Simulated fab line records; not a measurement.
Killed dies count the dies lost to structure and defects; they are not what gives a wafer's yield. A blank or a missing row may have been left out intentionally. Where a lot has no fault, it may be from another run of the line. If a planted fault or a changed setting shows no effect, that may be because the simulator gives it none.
fab line records    flow n5_finfet
record lots=10  wafers=30  last_day=18
route steps=1938 shown ZERO_LAYER@13 WELL_APT@45 BEOL_M4@1111 PASSIVATION@1936
lots that met no fault: from a run of the same line without faults
start_h: start of the lot's first displayed wafer, in hours after the record's first day    wait_h: hours since the lot's step before    " as in the row above    L1.1+2: several wafers, shown together as one row    - value missing, or start not given    * or withheld: withheld    < > ~ a bound
route shown NAME@n: NAME is a module with steps in the file, n the number in the route of the first one    usual: mean and standard deviation over wafers with no fault    same: alike in all rows    chamber/n: place in a boat    sites: the reading at each site    _std_site: how widely they spread, as a standard deviation    _edge_site: outer sites' mean less inner sites'    radius_mm: how far each site lies from the wafer's centre    mask NAME#n: copy n    behind: the tool/chamber that last shaped the wafer    hold: why the lot was held/for how many hours/how that ended    device: the n, p or np transistor that did not switch    end of line: tests of these same wafers at the route's end    a step given without rows: its recipe and nothing more    killed: dies lost to structure and defects at the first sort, not the wafer's yield    map: per-die view of a wafer (x killed, . not killed, _ where there is no die)
set.NAME: the setting as run; set.NAME@STEP: as run at that earlier step    model.NAME: the simulator's own value behind a step, which no gauge read
the route's steps for a sample of lots (tables are steps, rows are wafers)
services: the hour from which a tool's chamber was out of use, counted from the record's first day as start_h (under 0 if before that day), plus the number of hours and why
## steps
# step N5_ZERO_LAYER_CD_MEAS_11
# recipe target_cd_nm=2000  landing_energy_ev=500  detector=se_inlens
# usual cd_nm=2000.2/1.8
lot.wafer  tool       chamber  start_h  wait_h  cd_nm
L141.1     cd_sem-03  0        24.64    -       2001.7
L141.3     "          0        "        "       2002.1
L141.6     "          0        "        "       2002.1
L143.3     cd_sem-02  0        36.64    -       2002.7
L143.4     "          0        "        "       1999.1
L143.5     "          0        "        "       2000.6
L147.1     cd_sem-01  0        60.64    -       1999.0
L147.2     "          0        "        "       2001.3
L147.4     "          0        "        "       2003.4
L156.3     cd_sem-02  0        114.65   -       1998.6
L156.5     "          0        "        "       1998.9
L156.6     "          0        "        "       2000.8
L157.3     cd_sem-02  0        122.15   -       2000.5
L157.4     "          0        "        "       1998.7
L157.6     "          0        "        "       1999.8
L158.1     cd_sem-01  0        126.64   -       2002.7
L158.2     "          0        "        "       1999.4
L158.4     "          0        "        "       2000.7
L159.1     cd_sem-03  0        132.66   -       2001.6
L159.2     "          0        "        "       2002.5
L159.5     "          0        "        "       2003.8
L160.2     cd_sem-02  0        138.70   -       1999.0
L160.3     "          0        "        "       2002.2
L160.4     "          0        "        "       2002.0
L161.2     cd_sem-02  0        144.64   -       1998.3
L161.3     "          0        "        "       1999.9
L161.4     "          0        "        "       2000.4
L162.2     cd_sem-02  0        153.42   -       2000.3
L162.4     "          0        "        "       2000.2
L162.5     "          0        "        "       2000.9
# step N5_ZERO_LAYER_ETCH_18
# recipe chemistry=HBr/Cl2  target=Si  target_depth_a=1200  time_s=40  pressure_mtorr=10  icp_w=800  bias_w=75  HBr_flow_sccm=150  Cl2_flow_sccm=80
# usual bias_w=75.01/0.22  drypump_motor_current_A=5.9/0.33  oes_product_au=1.006/0.016  throttle_valve_pct=36.26/0.3
lot.wafer  tool       chamber  start_h  wait_h  bias_w  drypump_motor_current_A  oes_product_au  rf_hours_counter_h  throttle_valve_pct
L141.1     rie_si-01  2        24.79    0.0     74.89   5.9                      1.007           50                  36.12
L141.3     "          0        "        "       75.19   5.6                      1.016           154                 36.20
L141.6     "          3        "        "       75.12   5.6                      1.006           -                   36.89
L143.3     rie_si-06  1        36.79    0.0     75.19   5.4                      1.021           16                  35.97
L143.4     "          3        "        "       75.29   5.8                      1.012           96                  36.36
L143.5     "          0        "        "       75.00   5.6                      1.023           -                   36.33
L147.1     rie_si-06  2        60.79    0.0     74.99   6.1                      0.984           101                 35.97
L147.2     "          0        "        "       91.02   5.6                      1.018           8                   36.33
L147.4     "          3        "        "       75.09   5.8                      0.999           96                  36.36
L156.3     rie_si-04  2        114.79   0.0     75.14   6.0                      0.997           60                  35.97
L156.5     "          0        "        "       75.30   6.0                      1.006           -                   36.10
L156.6     "          3        "        "       74.90   6.6                      1.036           -                   36.41
L157.3     rie_si-04  0        122.29   0.0     75.01   6.1                      1.007           28                  36.09
L157.4     "          1        "        "       75.09   6.1                      0.992           49                  36.44
L157.6     "          1        "        "       75.11   6.2                      0.997           -                   36.45
L158.1     rie_si-01  0        126.85   0.1     74.23   5.6                      1.007           156                 36.21
L158.2     "          1        "        "       74.80   5.8                      0.984           70                  36.84
L158.4     "          3        "        "       75.18   5.6                      1.003           44                  36.89
L159.1     rie_si-06  0        133.23   0.0     75.35   5.6                      1.018           9                   36.35
L159.2     "          2        "        "       75.08   6.1                      0.985           103                 35.97
L159.5     "          0        "        "       75.08   5.6                      1.015           -                   36.34
L160.2     rie_si-04  1        139.15   0.0     74.57   6.1                      0.983           49                  36.44
L160.3     "          3        "        "       74.79   6.6                      1.029           80                  36.42
L160.4     "          2        "        "       75.29   6.0                      1.004           60                  35.96
L161.2     rie_si-06  2        144.79   0.0     74.67   6.1                      0.982           103                 35.97
L161.3     "          1        "        "       75.23   5.4                      1.014           18                  35.95
L161.4     "          3        "        "       74.50   5.9                      1.008           98                  36.37
L162.2     rie_si-06  1        153.89   0.0     75.07   5.4                      1.027           18                  35.95
L162.4     "          3        "        "       75.04   5.8                      1.017           98                  36.36
L162.5     "          2        "        "       74.54   6.1                      0.981           -                   35.97
# step N5_WELL_APT_INSPECT_27
# recipe mode=adi  inspect_instrument=macro
# usual raw_defect_count=2.1/1.4
lot.wafer  tool               chamber  start_h  wait_h  raw_defect_count
L141.1     defect_inspect-02  -        27.22    0.0     0
L141.3     "                  -        "        "       1
L141.6     "                  -        "        "       2
L143.3     defect_inspect-02  -        38.86    0.0     3
L143.4     "                  -        "        "       2
L143.5     "                  -        "        "       2
L147.1     defect_inspect-02  -        62.74    0.0     2
L147.2     "                  -        "        "       0
L147.4     "                  -        "        "       1
L156.3     defect_inspect-02  -        116.84   0.0     3
L156.5     "                  -        "        "       1
L156.6     "                  -        "        "       3
L157.3     defect_inspect-01  -        124.23   0.0     2
L157.4     "                  -        "        "       0
L157.6     "                  -        "        "       1
L158.1     defect_inspect-02  -        129.12   0.0     1
L158.2     "                  -        "        "       1
L158.4     "                  -        "        "       2
L159.1     defect_inspect-01  -        135.46   0.0     3
L159.2     "                  -        "        "       4
L159.5     "                  -        "        "       0
L160.2     defect_inspect-02  -        141.26   0.0     5
L160.3     "                  -        "        "       5
L160.4     "                  -        "        "       1
L161.2     defect_inspect-02  -        146.73   0.0     5
L161.3     "                  -        "        "       3
L161.4     "                  -        "        "       2
L162.2     defect_inspect-01  -        155.86   0.0     4
L162.4     "                  -        "        "       3
L162.5     "                  -        "        "       4
# step N5_WELL_APT_RTA_34
# recipe temp_c=1000  time_s=10  ambient=N2  idle_temp_c=600  ramp_up_c_per_s=150  ramp_down_c_per_s=60  cool_to_c=600
# usual anneal_temp_c_max=1004.6/2  lamp_power_pct=13.00/0.053  lamp_zone_2_pct=12.992/0.024  wafer_temp_C_max=1003.5/0.94
lot.wafer  tool           chamber  start_h  wait_h  anneal_temp_c_max  lamp_power_pct  lamp_zone_2_pct  wafer_temp_C_max
L141.1     rtp_anneal-01  0        28.37    0.2     1004.2             12.90           12.944           1004.6
L141.3     "              0        "        "       1003.3             13.00           12.998           1004.5
L141.6     "              0        "        "       1002.6             12.96           13.011           1003.1
L143.3     rtp_anneal-01  0        39.71    0.1     1003.7             13.01           12.960           1004.0
L143.4     "              0        "        "       1001.7             13.00           12.988           1003.8
L143.5     "              0        "        "       1002.5             13.03           12.989           1003.4
L147.1     rtp_anneal-02  0        63.55    0.0     1006.8             13.00           13.016           1005.5
L147.2     "              0        "        "       1007.2             13.00           12.981           1001.6
L147.4     "              0        "        "       1004.6             12.87           12.956           1004.5
L156.3     rtp_anneal-02  0        117.67   0.1     1007.4             12.95           13.019           1003.5
L156.5     "              0        "        "       1006.2             12.99           13.031           1002.7
L156.6     "              0        "        "       1008.5             13.04           12.993           1006.0
L157.3     rtp_anneal-01  0        125.63   0.6     1002.7             13.02           12.983           1003.6
L157.4     "              0        "        "       1003.1             13.08           12.987           1003.2
L157.6     "              0        "        "       1003.4             13.00           12.995           1002.9
L158.1     rtp_anneal-01  0        130.05   0.2     1002.2             12.94           13.005           1003.7
L158.2     "              0        "        "       1002.6             12.93           12.965           1003.7
L158.4     "              0        "        "       1002.6             13.10           13.007           1003.1
L159.1     rtp_anneal-02  0        136.25   0.0     1006.0             13.00           13.044           1005.4
L159.2     "              0        "        "       1005.9             13.04           12.976           1003.7
L159.5     "              0        "        "       1007.1             13.02           12.986           1002.7
L160.2     rtp_anneal-02  0        142.11   0.1     1006.4             12.99           13.033           1004.0
L160.3     "              0        "        "       1007.4             12.99           13.033           1003.7
L160.4     "              0        "        "       1007.8             12.98           12.950           1005.9
L161.2     rtp_anneal-02  0        147.62   0.1     1006.9             13.00           13.012           1003.5
L161.3     "              0        "        "       1007.8             13.01           13.006           1003.8
L161.4     "              0        "        "       1008.0             12.97           13.013           1003.2
L162.2     rtp_anneal-01  0        156.67   0.0     1002.5             12.97           12.999           1002.9
L162.4     "              0        "        "       1003.2             12.96           13.012           1004.0
L162.5     "              0        "        "       1003.3             12.96           12.963           1003.6
# step N5_BEOL_M4_RC_MEAS_101
# usual DIBL_N=37.1/1.8  DIBL_P=37.2/2.1  IOFF_N=0.17/0.033  IOFF_P=0.22/0.037  ION_N=680/11  ION_P=464/7.7  SS_N=71.7/0.63  SS_P=73.6/0.67  VT_N=248.9/2.9  VT_P=-251/3.6
lot.wafer  tool       chamber  start_h  wait_h  DIBL_N[mV/V]  DIBL_P[mV/V]  IOFF_N[nA/um]  IOFF_P[nA/um]  ION_N[uA/um]  ION_P[uA/um]  SS_N[mV/dec]  SS_P[mV/dec]  VT_N[mV]  VT_P[mV]
L141.1     prober-01  0        187.64   0.0     37.7          39.0          0.21           0.24           684           467           72.2          74.0          244.9     -249
L141.3     "          0        "        "       32.4          32.8          0.11           0.15           666           458           70.6          72.1          253.1     -256
L141.6     "          0        "        "       36.1          37.3          0.18           0.21           682           465           71.9          73.8          246.9     -250
L143.3     prober-02  0        202.24   0.3     36.0          36.5          0.17           0.24           691           468           71.0          73.2          248.1     -247
L143.4     "          0        "        "       37.9          39.2          0.21           0.29           684           471           71.7          74.4          245.2     -246
L143.5     "          0        "        "       35.0          35.4          0.15           0.21           684           469           70.8          73.2          249.1     -249
L147.1     prober-01  0        219.82   0.0     37.7          37.9          0.15           0.19           665           458           71.3          74.0          251.8     -255
L147.2     "          0        "        "       37.6          37.6          0.16           0.18           673           454           71.9          72.9          252.4     -257
L147.4     "          0        "        "       34.5          35.4          0.11           0.15           655           452           70.6          73.1          255.9     -258
L156.3     prober-01  0        286.01   0.3     36.6          36.0          0.15           0.20           673           461           71.4          73.1          251.9     -249
L156.5     "          0        "        "       35.4          34.3          0.13           0.18           687           472           71.3          73.1          251.6     -252
L156.6     "          0        "        "       39.7          38.6          0.21           0.24           671           455           72.8          73.6          248.7     -250
L157.3     prober-01  0        286.94   0.6     33.3          35.1          0.13           0.18           675           461           70.6          73.1          252.0     -251
L157.4     "          0        "        "       34.7          36.7          0.14           0.21           682           465           70.8          72.9          249.0     -250
L157.6     "          0        "        "       34.8          38.0          0.15           0.23           678           470           71.7          74.3          249.5     -248
L158.1     prober-02  0        307.10   0.0     37.3          37.1          0.17           0.22           703           478           72.3          73.7          246.6     -249
L158.2     "          0        "        "       38.2          37.8          0.20           0.24           677           462           71.6          74.4          245.7     -250
L158.4     "          0        "        "       41.6          41.5          0.29           0.31           701           477           72.4          75.2          241.5     -244
L159.1     prober-02  0        313.82   0.0     35.7          35.8          0.15           0.21           669           465           71.6          73.1          250.2     -251
L159.2     "          0        "        "       35.8          34.0          0.15           0.19           673           461           72.0          72.5          251.8     -252
L159.5     "          0        "        "       37.6          37.0          0.17           0.22           674           468           72.0          73.2          251.1     -249
L160.2     prober-01  0        318.01   0.2     38.4          37.9          0.20           0.24           695           469           72.2          74.3          243.4     -249
L160.3     "          0        "        "       37.4          36.2          0.18           0.22           678           461           72.0          73.4          247.8     -251
L160.4     "          0        "        "       37.3          35.7          0.17           0.21           666           461           71.5          73.1          249.1     -252
L161.2     prober-02  0        322.86   0.2     39.5          39.0          0.18           0.24           664           463           71.9          73.9          249.3     -248
L161.3     "          0        "        "       40.7          38.9          0.21           0.24           678           461           73.2          74.5          247.9     -247
L161.4     "          0        "        "       37.4          35.8          0.16           0.20           680           461           71.3          73.8          250.8     -250
L162.2     prober-02  0        325.78   0.2     40.8          40.8          0.27           0.34           703           477           73.1          74.0          242.1     -241
L162.4     "          0        "        "       35.2          34.0          0.13           0.20           677           463           72.0          72.0          251.3     -248
L162.5     "          0        "        "       37.1          36.9          0.18           0.25           679           467           71.7          73.6          248.0     -244
# step N5_PASSIVATION_PROBE_49
# usual defect_limited_yield=91.7/1.5  killed_at_M0_to_M3=32/10  killed_at_M4_up=14/5.3  killed_at_contacts=13/5.7  killed_at_front_end=37/10  killed_at_other=3.3/2.5  killed_dies=98/18  killed_open=65/13  killed_short=31/7.5  sort_bin_4_leakage=0.00/0.0099  sort_bin_5_function=4.9/0.91  sort_bin_6_memory=3.1/0.71  sort_n_pass=1082/18  sort_yield_pct=91.7/1.5
# same gross_dies=1180  killed_at_back_side=0  sort_bin_8_speed[%]=0
lot.wafer  tool       chamber  start_h  wait_h  defect_limited_yield[%]  killed_at_M0_to_M3  killed_at_M4_up  killed_at_contacts  killed_at_front_end  killed_at_other  killed_dies  killed_open  killed_short  sort_bin_4_leakage[%]  sort_bin_5_function[%]  sort_bin_6_memory[%]  sort_n_pass  sort_yield_pct[%]
L141.1     prober-02  -        289.12   0.0     91.4                     40                  14               6                   39                   3                102          67           33            0                      4.7                     3.6                   1078         91.4
L141.3     prober-02  -        289.22   0.1     91.8                     24                  8                24                  39                   2                97           65           29            0                      5.3                     2.8                   1083         91.8
L141.6     prober-02  -        289.37   0.3     92.4                     31                  13               14                  31                   1                90           72           18            0                      5.1                     2.3                   1090         92.4
L143.3     prober-01  -        322.60   0.1     92.6                     33                  10               6                   36                   2                87           59           28            0                      4.2                     3.0                   1093         92.6
L143.4     prober-01  -        322.65   0.2     92.0                     28                  17               16                  32                   1                94           69           22            0                      4.3                     3.5                   1086         92.0
L143.5     prober-01  -        322.70   0.2     90.8                     43                  9                13                  44                   0                109          81           27            0                      5.3                     4.0                   1071         90.8
L156.3     prober-02  -        394.37   0.1     91.8                     50                  3                8                   34                   2                97           60           37            0                      5.2                     2.9                   1083         91.8
L156.5     prober-02  -        394.47   0.2     90.9                     37                  20               15                  29                   6                107          63           38            0                      5.0                     3.7                   1073         90.9
L156.6     prober-02  -        394.52   0.3     90.8                     37                  9                11                  50                   1                108          76           32            0                      5.7                     3.2                   1072         90.8
L157.3     prober-02  -        399.07   0.1     94.7                     26                  10               13                  11                   3                63           42           21            0                      3.1                     2.0                   1117         94.7
L157.4     prober-02  -        399.12   0.2     93.3                     36                  9                10                  23                   1                79           47           32            0                      3.5                     3.1                   1101         93.3
L157.6     prober-02  -        399.22   0.3     91.9                     32                  11               12                  38                   2                95           66           29            0                      4.7                     3.4                   1085         91.9
L160.2     prober-02  -        428.52   0.1     91.3                     28                  16               10                  44                   5                103          74           29            0                      5.1                     3.3                   1077         91.3
L160.3     prober-02  -        428.57   0.1     89.9                     47                  11               10                  48                   3                119          82           33            0                      5.3                     4.2                   1061         89.9
L160.4     prober-02  -        428.62   0.2     90.0                     39                  20               9                   46                   4                118          85           33            0                      5.8                     4.1                   1062         90.0
L162.2     prober-01  -        432.68   0.1     94.7                     17                  17               7                   22                   0                63           44           19            0                      3.5                     1.8                   1117         94.7
L162.4     prober-01  -        432.78   0.2     92.9                     22                  13               18                  28                   3                84           64           19            0                      4.3                     2.5                   1096         92.9
L162.5     prober-01  -        432.83   0.2     92.4                     29                  25               14                  21                   1                90           53           37            0                      4.7                     2.8                   1090         92.4
L161.2     prober-02  -        434.63   0.1     91.0                     29                  12               16                  47                   2                106          69           36            0                      5.6                     3.1                   1074         91.0
L161.3     prober-02  -        434.68   0.1     92.2                     24                  13               12                  33                   10               92           54           37            0                      5.0                     2.4                   1088         92.2
L161.4     prober-02  -        434.73   0.2     89.2                     41                  16               23                  47                   1                128          82           46            0                      6.2                     4.4                   1052         89.2
# killed by level:class
L141.1 STI_FIN_REVEAL:geometric_particle:open=12 FIN_SAQP:geometric_particle:short=7 BEOL_M3:geometric_particle:open=7 MOL_CONTACT_COAG:geometric_particle:open=6 BEOL_M0_SAQP:geometric_particle:open=6 BEOL_M2:geometric_particle:open=6 BEOL_M0_SAQP:geometric_particle:short=5 BEOL_M0:geometric_particle:open=5
L141.3 MOL_CONTACT_COAG:geometric_particle:open=20 STI_FIN_REVEAL:geometric_particle:open=11 FIN_SAQP:geometric_particle:short=6 DUMMY_GATE:geometric_particle:open=5 BEOL_M0_SAQP:geometric_particle:short=5 BEOL_M1:geometric_particle:open=5 BEOL_M2:geometric_particle:open=5 FIN_SAQP:geometric_particle:open=4
L141.6 BEOL_M2:geometric_particle:open=12 STI_FIN_REVEAL:geometric_particle:open=11 MOL_CONTACT_COAG:geometric_particle:open=10 DUMMY_GATE:geometric_particle:open=8 BEOL_M0_SAQP:geometric_particle:open=7 BEOL_M0_SAQP:geometric_particle:short=5 FIN_SAQP:geometric_particle:short=4 MOL_CONTACT_COAG:geometric_particle:short=4
L143.3 BEOL_M2:geometric_particle:open=12 FIN_SAQP:geometric_particle:open=8 FIN_SAQP:geometric_particle:short=6 MOL_CONTACT_COAG:geometric_particle:open=6 BEOL_M1:geometric_particle:open=6 BEOL_M0_SAQP:geometric_particle:short=5 BEOL_M4:geometric_particle:open=5 DUMMY_GATE:geometric_particle:open=4
L143.4 MOL_CONTACT_COAG:geometric_particle:open=11 BEOL_M2:geometric_particle:open=10 BEOL_M4:geometric_particle:open=9 STI_FIN_REVEAL:geometric_particle:open=8 FIN_SAQP:geometric_particle:open=7 MOL_CONTACT_COAG:geometric_particle:short=5 BEOL_M0_SAQP:geometric_particle:open=5 BEOL_M1:geometric_particle:short=4
L143.5 FIN_SAQP:geometric_particle:open=17 BEOL_M1:geometric_particle:open=14 BEOL_M2:geometric_particle:open=11 MOL_CONTACT_COAG:geometric_particle:open=10 FIN_SAQP:geometric_particle:short=7 GATE_CUT:geometric_particle:open=6 BEOL_M2:geometric_particle:short=5 BEOL_M4:geometric_particle:open=5
L156.3 BEOL_M1:geometric_particle:open=13 BEOL_M3:geometric_particle:open=11 GATE_CUT:geometric_particle:short=7 MOL_CONTACT_COAG:geometric_particle:open=7 FIN_SAQP:geometric_particle:open=5 STI_FIN_REVEAL:geometric_particle:open=5 BEOL_M0_SAQP:geometric_particle:short=5 BEOL_M0_SAQP:geometric_particle:open=5
L156.5 MOL_CONTACT_COAG:geometric_particle:open=12 BEOL_M0_SAQP:geometric_particle:short=11 BEOL_M0_SAQP:geometric_particle:open=9 BEOL_M1:geometric_particle:open=6 BEOL_M5:geometric_particle:open=6 DUMMY_GATE:geometric_particle:open=5 GATE_CUT:geometric_particle:short=5 BEOL_M4:geometric_particle:open=5
L156.6 STI_FIN_REVEAL:geometric_particle:open=15 FIN_SAQP:geometric_particle:open=12 FIN_SAQP:geometric_particle:short=9 MOL_CONTACT_COAG:geometric_particle:open=7 BEOL_M1:geometric_particle:open=7 BEOL_M2:geometric_particle:open=7 BEOL_M0_SAQP:geometric_particle:short=6 BEOL_M3:geometric_particle:open=6
L157.3 MOL_CONTACT_COAG:geometric_particle:open=11 BEOL_M2:geometric_particle:open=7 BEOL_M4:geometric_particle:open=6 BEOL_M0_SAQP:geometric_particle:short=5 BEOL_M0_SAQP:geometric_particle:open=5 DUMMY_GATE:geometric_particle:open=4 BEOL_M1:geometric_particle:open=3 FIN_SAQP:geometric_particle:short=2
L157.4 BEOL_M2:geometric_particle:open=11 MOL_CONTACT_COAG:geometric_particle:open=9 BEOL_M0_SAQP:geometric_particle:short=9 BEOL_M0_SAQP:geometric_particle:open=6 FIN_SAQP:geometric_particle:short=5 BEOL_M2:geometric_particle:short=5 DUMMY_GATE:geometric_particle:open=4 BEOL_M4:geometric_particle:open=4
L157.6 STI_FIN_REVEAL:geometric_particle:open=16 BEOL_M2:geometric_particle:open=10 MOL_CONTACT_COAG:geometric_particle:open=9 BEOL_M0_SAQP:geometric_particle:open=7 BEOL_M4:geometric_particle:open=7 BEOL_M0_SAQP:geometric_particle:short=5 GATE_CUT:geometric_particle:short=4 BEOL_M1:geometric_particle:open=4
L160.2 STI_FIN_REVEAL:geometric_particle:open=14 MOL_CONTACT_COAG:geometric_particle:open=8 BEOL_M3:geometric_particle:open=7 BEOL_M4:geometric_particle:open=6 STI_FIN_REVEAL:geometric_particle:short=5 BEOL_M0_SAQP:geometric_particle:open=5 DUMMY_GATE:geometric_particle:open=4 BEOL_M2:geometric_particle:open=4
L160.3 STI_FIN_REVEAL:geometric_particle:open=13 BEOL_M3:geometric_particle:open=13 BEOL_M2:geometric_particle:open=10 DUMMY_GATE:geometric_particle:open=8 MOL_CONTACT_COAG:geometric_particle:open=8 BEOL_M0_SAQP:geometric_particle:open=6 GATE_CUT:geometric_particle:short=5 BEOL_M0_SAQP:geometric_particle:short=5
L160.4 STI_FIN_REVEAL:geometric_particle:open=15 BEOL_M2:geometric_particle:open=11 MOL_CONTACT_COAG:geometric_particle:open=9 FIN_SAQP:geometric_particle:open=8 BEOL_M1:geometric_particle:open=7 BEOL_M0_SAQP:geometric_particle:short=6 FIN_SAQP:geometric_particle:short=5 BEOL_M4:geometric_particle:open=5
L162.2 BEOL_M4:geometric_particle:open=13 ILD0:geometric_particle:short=5 MOL_CONTACT_COAG:geometric_particle:open=5 BEOL_M3:geometric_particle:open=5 ILD0:geometric_particle:open=4 BEOL_M0_SAQP:geometric_particle:short=4 STI_FIN_REVEAL:geometric_particle:open=3 DUMMY_GATE:geometric_particle:open=3
L162.4 MOL_CONTACT_COAG:geometric_particle:open=16 BEOL_M1:geometric_particle:open=8 BEOL_M2:geometric_particle:open=6 BEOL_M4:geometric_particle:open=5 STI_FIN_REVEAL:geometric_particle:open=4 DUMMY_GATE:geometric_particle:open=4 GATE_CUT:geometric_particle:short=4 BEOL_M0_SAQP:geometric_particle:open=4
L162.5 BEOL_M4:geometric_particle:open=15 BEOL_M0_SAQP:geometric_particle:short=9 MOL_CONTACT_COAG:geometric_particle:open=8 FIN_SAQP:geometric_particle:short=7 MOL_CONTACT_COAG:geometric_particle:short=6 BEOL_M2:geometric_particle:open=5 BEOL_M3:geometric_particle:open=5 ILD0:geometric_particle:short=4
L161.2 FIN_SAQP:geometric_particle:open=14 MOL_CONTACT_COAG:geometric_particle:open=12 BEOL_M0_SAQP:geometric_particle:open=11 BEOL_M0_SAQP:geometric_particle:short=10 STI_FIN_REVEAL:geometric_particle:open=8 GATE_CUT:geometric_particle:short=8 FIN_SAQP:geometric_particle:short=6 MOL_CONTACT_COAG:geometric_particle:short=4
L161.3 FIN_SAQP:geometric_particle:open=12 BEOL_M0_SAQP:geometric_particle:short=8 BEOL_M0_SAQP:geometric_particle:open=8 MOL_CONTACT_COAG:geometric_particle:open=7 FIN_SAQP:geometric_particle:short=5 MOL_CONTACT_COAG:geometric_particle:short=5 GATE_CUT:geometric_particle:short=4 BEOL_M4:geometric_particle:short=4
L161.4 MOL_CONTACT_COAG:geometric_particle:open=19 BEOL_M0_SAQP:geometric_particle:short=19 FIN_SAQP:geometric_particle:open=16 BEOL_M0_SAQP:geometric_particle:open=12 GATE_CUT:geometric_particle:short=7 BEOL_M5:geometric_particle:open=6 STI_FIN_REVEAL:geometric_particle:open=5 BEOL_M3:geometric_particle:open=5
## services
tool           chamber  start_h  hours  kind
rie_si-04      1        6.99     2.7    repair
rie_si-04      -        16.98    4.3    pm
rie_si-01      3        57.06    14.0   repair
rtp_anneal-02  -        66.57    5.7    pm
rie_si-06      1        72.53    13.9   repair
rie_si-04      -        74.46    0.4    repair
rie_si-01      1        87.34    4.0    repair
rie_si-06      3        89.72    12.2   repair
rie_si-06      0        92.81    18.8   repair
rie_si-06      3        110.98   6.9    repair
## key
first_sign step=N5_ZERO_LAYER_ETCH_18  reading=bias_w  direction=up  sigmas=72  usual=*  struck=*
effect none on later readings
met_at N5_ZERO_LAYER_ETCH_18
struck_lots L147
struck_wafers L147.2
not_acting_at N5_ZERO_LAYER_CD_MEAS_11,N5_WELL_APT_INSPECT_27,N5_WELL_APT_RTA_34
onset_between 36.79 60.79
fault kind=process_parameter_drift  tool=rie_si-06  chamber=0  onset_h=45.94  steps=N5_ZERO_LAYER_ETCH_18  channel=bias_w  offset=*  shape=step  end_h=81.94  acts_in=*  stated=*
